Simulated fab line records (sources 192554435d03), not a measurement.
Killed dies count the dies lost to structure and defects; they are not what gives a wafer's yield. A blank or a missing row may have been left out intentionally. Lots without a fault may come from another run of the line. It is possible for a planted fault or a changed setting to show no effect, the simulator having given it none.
fab line records	flow n5Finfet
record: lots: 11	wafers: 33	lastDay: 17
route steps=1938 shown BEOL_M7@1319 TV_LITHO@1886 PASSIVATION@1905
lots that met no fault: taken from a fault-free run of the same line
startH: the number of hours between the record's first day and the start of the first shown wafer of the lot	waitH: how many hours have passed since the lot's step before this one	" the same as in the row above	L1.1+2: one row covering several wafers at once	- value missing, or start not given	* or withheld: withheld	< > ~ a bound
route shown NAME@n: a module of which the file shows steps, and the number in the route of the first	usual: the fault-free wafers' mean and standard deviation	same: alike in all rows	chamber/n: place in a boat	sites: readings site by site	_std_site: the standard deviation of these	_edge_site: inner sites' mean taken away from outer sites' mean	radiusMm: for every site, how far away it sits from the centre of the wafer	mask NAME#n: copy n	behind: the most recent tool/chamber to have shaped the wafer	hold: why the lot was held/for how many hours/how that ended	device: which transistor (n, p or np) failed to switch	end of line: at the end of the route, the tests of the same wafers	a step given without rows: its recipe and nothing more	killed: dies lost to structure and defects at the first sort, not the wafer's yield	map: shows each die of a wafer: x if killed, . if not, _ if none is there
set.NAME: the setting that was run; set.NAME@STEP: the one run at that earlier step	model.NAME: the simulator's own value behind a step, which no gauge read
steps of the route over a sample of lots; a table a step, a row a wafer
services: the hour from which a tool's chamber was out of use, counted from the record's first day as startH (under 0 if before that day), plus the number of hours and why
== steps ==
step: N5_BEOL_M7_PRE_CLEAN_45
recipe: gas: H2/He	timeS: 30	tempC: 250
usual: heaterPowerW: 334/37
lot.wafer	tool	chamber	startH	waitH	heaterPowerW
L481.1	pvdSputter-03	-	193.84	0.0	273
L481.2	"	-	"	"	308
L481.3	"	-	"	"	403
L480.2	pvdSputter-02	-	197.09	0.0	359
L480.3	"	-	"	"	346
L480.6	"	-	"	"	327
L483.2	pvdSputter-02	-	198.35	0.0	337
L483.3	"	-	"	"	349
L483.4	"	-	"	"	317
L482.1	pvdSputter-02	-	198.51	0.0	326
L482.3	"	-	"	"	341
L482.4	"	-	"	"	336
L484.1	pvdSputter-03	-	213.09	0.0	401
L484.2	"	-	"	"	359
L484.5	"	-	"	"	305
L485.2	pvdSputter-03	-	218.69	0.0	357
L485.4	"	-	"	"	407
L485.5	"	-	"	"	270
L487.2	pvdSputter-02	-	221.69	0.0	327
L487.3	"	-	"	"	346
L487.6	"	-	"	"	348
L493.2	pvdSputter-02	-	268.43	0.0	360
L493.4	"	-	"	"	341
L493.5	"	-	"	"	346
L494.1	pvdSputter-02	-	279.12	0.0	363
L494.2	"	-	"	"	337
L494.4	"	-	"	"	329
L499.2	pvdSputter-01	-	300.97	0.0	329
L499.3	"	-	"	"	282
L499.4	"	-	"	"	332
L501.2	pvdSputter-01	-	331.55	0.0	355
L501.4	"	-	"	"	335
L501.6	"	-	"	"	277
step: N5_PASSIVATION_DESCUM_12
recipe: chemistry: O2	timeS: 7.9	sourcePowerW: 50	biasPowerW: 20	pressureMtorr: 20	rfFrequencyHz: 2.712e+07	tempC: 40	o2FlowSccm: 225
usual: drypumpMotorCurrentA: 5.6/0.44	oesProductAu: 0.78/0.082	rfVppV: 242.8/1.3	showerheadPlenumPTorr: 2.07/0.057	throttleValvePct: 20.52/0.24
lot.wafer	tool	chamber	startH	waitH	drypumpMotorCurrentA	oesProductAu	rfHoursCounterH	rfVppV	showerheadPlenumPTorr	throttleValvePct
L480.2	rieDiel-05	3	257.95	0.0	5.7	0.80	111	243.3	2.02	20.26
L480.3	"	1	"	"	5.5	0.70	210	241.6	1.99	20.62
L480.6	"	2	"	"	5.1	0.84	-	243.6	2.11	20.30
L481.1	rieDiel-04	3	261.73	0.1	5.1	0.76	170	241.4	2.08	20.73
L481.2	"	0	"	"	5.6	0.80	86	242.2	2.04	20.56
L481.3	"	2	"	"	6.5	0.91	28	241.9	2.04	20.62
L482.1	rieDiel-06	3	262.88	0.0	5.2	0.73	189	243.8	2.17	20.27
L482.3	"	0	"	"	5.7	0.95	10	242.9	2.14	20.00
L482.4	"	1	"	"	5.8	0.72	176	241.5	2.01	20.72
L483.2	rieDiel-05	0	263.07	0.1	6.0	0.70	220	244.0	2.15	20.88
L483.3	"	1	"	"	5.5	0.70	212	241.5	1.99	20.61
L483.4	"	3	"	"	5.6	0.80	113	242.3	2.02	20.26
L484.1	rieDiel-05	0	273.33	0.1	6.0	0.69	223	242.8	2.15	20.89
L484.2	"	2	"	"	5.1	0.83	74	242.6	2.11	20.30
L484.5	"	3	"	"	5.7	0.79	-	240.9	2.02	20.25
L485.2	rieDiel-04	3	284.48	0.0	5.1	0.74	177	242.7	2.08	20.74
L485.4	"	1	"	"	5.9	0.95	5	245.0	2.14	20.07
L485.5	"	2	"	"	6.5	0.89	-	242.9	2.04	20.64
L487.2	rieDiel-06	0	291.39	0.8	5.8	0.93	19	244.6	2.13	20.00
L487.3	"	1	"	"	5.8	0.71	183	241.4	2.00	20.73
L487.6	"	1	"	"	5.8	0.71	-	239.8	2.00	20.72
L493.2	rieDiel-06	0	331.19	0.2	5.7	0.90	31	245.1	2.13	20.02
L493.4	"	0	"	"	5.8	0.90	-	244.8	2.13	20.00
L493.5	"	3	"	"	5.2	0.70	-	244.7	2.16	20.30
L494.1	rieDiel-04	3	344.16	0.3	5.1	0.73	192	242.5	2.07	20.77
L494.2	"	2	"	"	6.5	0.87	51	242.8	2.03	20.65
L494.4	"	0	"	"	5.6	0.78	-	241.8	2.03	20.59
L499.2	rieDiel-04	3	363.68	0.0	5.1	0.73	199	244.7	2.07	20.76
L499.3	"	2	"	"	6.5	0.85	58	242.7	2.03	20.68
L499.4	"	3	"	"	5.1	0.73	-	244.0	2.07	20.79
L501.2	rieDiel-05	1	399.14	0.1	5.5	0.66	252	242.0	1.97	20.67
L501.4	"	3	"	"	5.6	0.76	157	242.1	2.01	20.31
L501.6	"	2	"	"	5.1	0.80	-	244.6	2.09	20.37
step: N5_PASSIVATION_CD_MEAS_30
recipe: targetCdNm: 4000	landingEnergyEv: 500	detector: seInlens	polarity: opening
usual: cdNm: 4000.2/1.6
lot.wafer	tool	chamber	startH	waitH	cdNm
L480.2	cdSem-03	0	259.33	-	3998.3
L480.3	"	0	"	"	3998.5
L480.6	"	0	"	"	3999.0
L481.1	cdSem-03	0	263.08	-	4000.0
L481.2	"	0	"	"	4000.3
L481.3	"	0	"	"	4001.1
L482.1	cdSem-02	0	264.64	-	3999.3
L482.3	"	0	"	"	4000.2
L482.4	"	0	"	"	3999.0
L483.2	cdSem-01	0	264.94	-	4001.2
L483.3	"	0	"	"	4000.9
L483.4	"	0	"	"	4000.3
L484.1	cdSem-03	0	276.07	-	4002.4
L484.2	"	0	"	"	4003.6
L484.5	"	0	"	"	4002.6
L485.2	cdSem-02	0	287.76	-	3998.0
L485.4	"	0	"	"	4000.3
L485.5	"	0	"	"	3999.1
L487.2	cdSem-03	0	293.51	-	4000.6
L487.3	"	0	"	"	4002.0
L487.6	"	0	"	"	4002.7
L493.2	cdSem-01	0	332.66	-	4001.3
L493.4	"	0	"	"	4000.3
L493.5	"	0	"	"	4000.7
L494.1	cdSem-03	0	345.89	-	4000.2
L494.2	"	0	"	"	3998.7
L494.4	"	0	"	"	4000.5
L499.2	cdSem-03	0	364.91	-	3998.0
L499.3	"	0	"	"	4000.5
L499.4	"	0	"	"	3999.8
L501.2	cdSem-03	0	400.82	-	4000.8
L501.4	"	0	"	"	4003.2
L501.6	"	0	"	"	4000.7
step: N5_PASSIVATION_AL_ETCH_33
recipe: chemistry: Cl2/BCl3	targetDepthA: 28000	overEtchFrac: 0.15	Cl2_flow_sccm: 180	bcl3FlowSccm: 60	target: Al	stopOn: TaN	timeS: 466.7	ionEnergyEv: 100	pressureMtorr: 10	icpW: 900	biasW: 100
usual: drypumpMotorCurrentA: 5.6/0.54	oesProductAu: 0.74/0.091	throttleValvePct: 34.3/0.33
lot.wafer	tool	chamber	startH	waitH	drypumpMotorCurrentA	oesProductAu	rfHoursCounterH	throttleValvePct
L480.2	rieMetal-02	1	259.51	0.1	6.2	0.57	102	34.6
L480.3	"	1	"	"	6.2	0.57	-	34.5
L480.6	"	1	"	"	6.2	0.58	-	34.5
L481.1	rieMetal-01	1	263.26	0.1	6.2	0.73	37	34.6
L481.2	"	0	"	"	5.5	0.83	9	34.4
L481.3	"	0	"	"	5.5	0.81	-	34.4
L482.1	rieMetal-01	1	264.85	0.1	6.2	0.73	37	34.6
L482.3	"	0	"	"	5.5	0.82	-	34.4
L482.4	"	1	"	"	6.2	0.73	-	34.6
L483.2	rieMetal-02	1	265.64	0.1	6.2	0.58	103	34.5
L483.3	"	1	"	"	6.2	0.58	-	34.5
L483.4	"	0	"	"	4.8	0.57	-	34.1
L484.1	rieMetal-01	1	276.52	0.1	6.2	0.72	38	34.6
L484.2	"	1	"	"	6.2	0.73	-	34.6
L484.5	"	1	"	"	6.2	0.72	-	34.6
L485.2	rieMetal-01	0	287.99	0.1	5.5	0.78	10	34.5
L485.4	"	1	"	"	6.2	0.71	-	34.7
L485.5	"	1	"	"	6.2	0.71	-	34.7
L487.2	rieMetal-01	0	293.69	0.1	5.5	0.79	12	34.5
L487.3	"	0	"	"	5.6	0.80	-	34.4
L487.6	"	1	"	"	6.2	0.72	-	34.6
L493.2	rieMetal-03	1	332.84	0.1	5.6	0.67	49	34.1
L493.4	"	1	"	"	5.7	0.67	-	34.1
L493.5	"	1	"	"	5.7	0.66	-	34.1
L494.1	rieMetal-02	0	346.08	0.1	4.8	0.84	4	33.8
L494.2	"	0	"	"	4.8	0.86	-	33.8
L494.4	"	0	"	"	4.8	0.84	-	33.8
L499.2	rieMetal-02	1	365.21	0.1	6.2	0.90	0	34.3
L499.3	"	0	"	"	4.8	0.81	-	33.8
L499.4	"	1	"	"	6.2	0.90	-	34.3
L501.2	rieMetal-03	1	401.08	0.1	5.7	0.66	54	34.1
L501.4	"	1	"	"	5.7	0.66	-	34.1
L501.6	"	0	"	"	5.5	0.70	-	34.5
step: N5_PASSIVATION_PROBE_49
usual: defectLimitedYield: 91.4/1.5	killed_at_M0_to_M3: 31/11	killed_at_M4_up: 13/5.5	killedAtContacts: 13/6.3	killedAtFrontEnd: 40/13	killedAtOther: 3.3/2.6	killedDies: 101/18	killedOnRim: 13/4	killedOpen: 67/13	killedShort: 33/7.9	sort_bin_5_function: 5.1/1	sort_bin_6_memory: 3.2/0.68	sortNPass: 1079/18	sortYieldPct: 91.4/1.5
same: grossDies: 1180	killedAtBackSide: 0	sort_bin_4_leakage[%]: 0	sort_bin_8_speed[%]: 0
lot.wafer	tool	chamber	startH	waitH	defectLimitedYield[%]	killed_at_M0_to_M3	killed_at_M4_up	killedAtContacts	killedAtFrontEnd	killedAtOther	killedDies	killedOnRim	killedOpen	killedShort	sort_bin_5_function[%]	sort_bin_6_memory[%]	sortNPass	sortYieldPct[%]
L493.2	prober-01	-	337.87	0.1	80.8	34	152	11	27	3	227	19	60	29	11.9	3.8	953	80.8
L493.4	prober-01	-	337.97	0.2	84.4	46	70	24	42	2	184	34	84	48	9.5	4.3	996	84.4
L493.5	prober-01	-	338.02	0.2	86.3	29	75	21	36	1	162	29	69	34	6.7	4.7	1018	86.3
L494.1	prober-02	-	351.41	0.0	78.4	37	164	19	34	1	255	20	64	33	12.4	5.4	925	78.4
L494.2	prober-02	-	351.46	0.1	88.1	29	68	2	41	1	141	36	55	32	6.9	3.0	1039	88.1
L494.4	prober-02	-	351.56	0.2	79.3	38	161	16	25	4	244	10	61	37	12.5	3.7	936	79.3
killed by level:class
L493.2 BEOL_M7:unspecified=138 FIN_SAQP:geometricParticle:open=9 MOL_CONTACT_COAG:geometricParticle:open=9 FIN_SAQP:geometricParticle:short=7 BEOL_M2:geometricParticle:open=7 BEOL_M0_SAQP:geometricParticle:open=6 BEOL_M0_SAQP:geometricParticle:short=6 BEOL_M3:geometricParticle:open=6
L493.4 BEOL_M7:unspecified=52 MOL_CONTACT_COAG:geometricParticle:open=13 FIN_SAQP:geometricParticle:open=11 MOL_CONTACT_COAG:geometricParticle:short=11 FIN_SAQP:geometricParticle:short=10 BEOL_M2:geometricParticle:open=10 BEOL_M0_SAQP:geometricParticle:short=8 BEOL_M3:geometricParticle:open=8
L493.5 BEOL_M7:unspecified=58 MOL_CONTACT_COAG:geometricParticle:open=15 FIN_SAQP:geometricParticle:open=9 BEOL_M0_SAQP:geometricParticle:open=9 BEOL_M4:geometricParticle:open=9 FIN_SAQP:geometricParticle:short=7 MOL_CONTACT_COAG:geometricParticle:short=6 BEOL_M0_SAQP:geometricParticle:short=6
L494.1 BEOL_M7:unspecified=157 MOL_CONTACT_COAG:geometricParticle:open=13 FIN_SAQP:geometricParticle:open=8 BEOL_M0:geometricParticle:open=8 DUMMY_GATE:geometricParticle:open=7 MOL_CONTACT_COAG:geometricParticle:short=6 BEOL_M0_SAQP:geometricParticle:open=6 BEOL_M0_SAQP:geometricParticle:short=5
L494.2 BEOL_M7:unspecified=53 FIN_SAQP:geometricParticle:open=8 FIN_SAQP:geometricParticle:short=6 BEOL_M3:geometricParticle:open=6 BEOL_M6:geometricParticle:open=6 BEOL_M0_SAQP:geometricParticle:short=5 BEOL_M8:geometricParticle:open=4 DUMMY_GATE:geometricParticle:open=4
L494.4 BEOL_M7:unspecified=145 MOL_CONTACT_COAG:geometricParticle:open=11 BEOL_M0_SAQP:geometricParticle:short=11 BEOL_M0_SAQP:geometricParticle:open=10 FIN_SAQP:geometricParticle:open=7 GATE_CUT:geometricParticle:short=5 MOL_CONTACT_COAG:geometricParticle:short=5 BEOL_M3:geometricParticle:open=5
== services ==
tool	chamber	startH	hours	kind
rieDiel-06	1	175.19	8.7	repair
rieMetal-03	-	208.83	0.7	repair
rieMetal-02	1	223.28	6.9	repair
rieDiel-04	1	244.83	-	clean
rieDiel-04	1	244.83	-	consumableReplace:focusRing
rieDiel-04	1	244.83	22.6	scheduledDown
rieDiel-04	1	244.83	22.6	ventCycle
rieMetal-01	0	274.69	5.8	repair
rieMetal-03	1	284.91	1.2	repair
rieDiel-04	-	284.96	14.6	pm
rieMetal-01	-	294.76	2.8	pm
rieMetal-02	0	301.68	-	clean
rieMetal-02	0	301.68	12.4	scheduledDown
rieMetal-02	0	301.68	12.4	ventCycle
rieDiel-04	1	335.55	41.2	repair
rieMetal-02	1	336.98	-	clean
rieMetal-02	1	336.98	18.7	scheduledDown
rieMetal-02	1	336.98	18.7	ventCycle
rieMetal-02	-	341.80	0.9	repair
pvdSputter-02	-	347.06	1.0	repair
rieDiel-05	0	361.04	-	clean
rieDiel-05	1	370.95	7.8	repair
rieMetal-01	-	389.99	2.2	repair
rieDiel-05	1	399.82	1.3	repair
== key ==
firstSign: step: N5_PASSIVATION_PROBE_49	reading: killed_at_M4_up	direction: up	sigmas: 18	usual: 13	struck: 115
effect: step: N5_PASSIVATION_PROBE_49	reading: killedDies	direction: up	sigmas: 5.6	usual: 101	struck: 202
moreKillsBornAt: N5_BEOL_M7_PRE_CLEAN_45@pvdSputter-02: 603
metAt N5_BEOL_M7_PRE_CLEAN_45
struckLots L493,L494
notActingAt N5_PASSIVATION_DESCUM_12,N5_PASSIVATION_CD_MEAS_30,N5_PASSIVATION_AL_ETCH_33
onsetBetween 221.69 268.43
fault: kind: chamberParticleSource	tool: pvdSputter-02	chamber: -	onsetH: 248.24	steps: N5_BEOL_M7_PRE_CLEAN_45	ratePerVisitCm2: 1.9399	endH: 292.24
